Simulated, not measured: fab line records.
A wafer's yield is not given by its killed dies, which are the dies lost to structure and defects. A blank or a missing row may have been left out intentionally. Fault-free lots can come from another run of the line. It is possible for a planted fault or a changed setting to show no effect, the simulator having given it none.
Matching of chambers -- flow n5 finfet -- 4 sister chambers for N5_BEOL_M1_ETCH_70 on rie diel-05
The step etches SOC in N2/H2, target depth 80 nm, overetch 16 nm, time 120 s. 4 wafers are shown with their chamber, then 7 later ones without.

## WAFERS, EACH WITH ITS CHAMBER
wafer,chamber,drypump motor current A (A)
L085.4,1,6.7
L085.6,3,4.9
L094.3,0,6.7
L094.4,2,5.3

## WAFERS MISSING THEIR CHAMBER
wafer,drypump motor current A (A)
L094.5,6.7
L096.1,6.7
L096.4,6.7
L096.5,5.3
L097.1,4.9
L097.3,5.3
L097.6,5.0

## WHICH CHAMBER EACH WENT THROUGH
wafer,from the rows above,in truth
L094.5,can't be placed: 0 or 1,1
L096.1,can't be placed: 0 or 1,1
L096.4,can't be placed: 0 or 1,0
L096.5,2,2
L097.1,3,3
L097.3,2,2
L097.6,3,3
4 of 7 placed correctly. Can't be placed from these rows: 3 (the true chamber is among the candidates in 3). Placed wrongly: 0.
How it was worked out, from the rows above alone: a wafer's distance from a chamber is the root of the sum, over the readings, of the square of ((its reading less the chamber's mean) divided by the reading's scatter). If the next closest chamber is less than 2 further off than the closest, the wafer can't be placed; otherwise it belongs to the closest. Each chamber's mean is taken over the wafers shown for it. The scatter: with one shown wafer a chamber, the root of the mean of the squares of how far each hidden wafer lies from its nearest shown one.
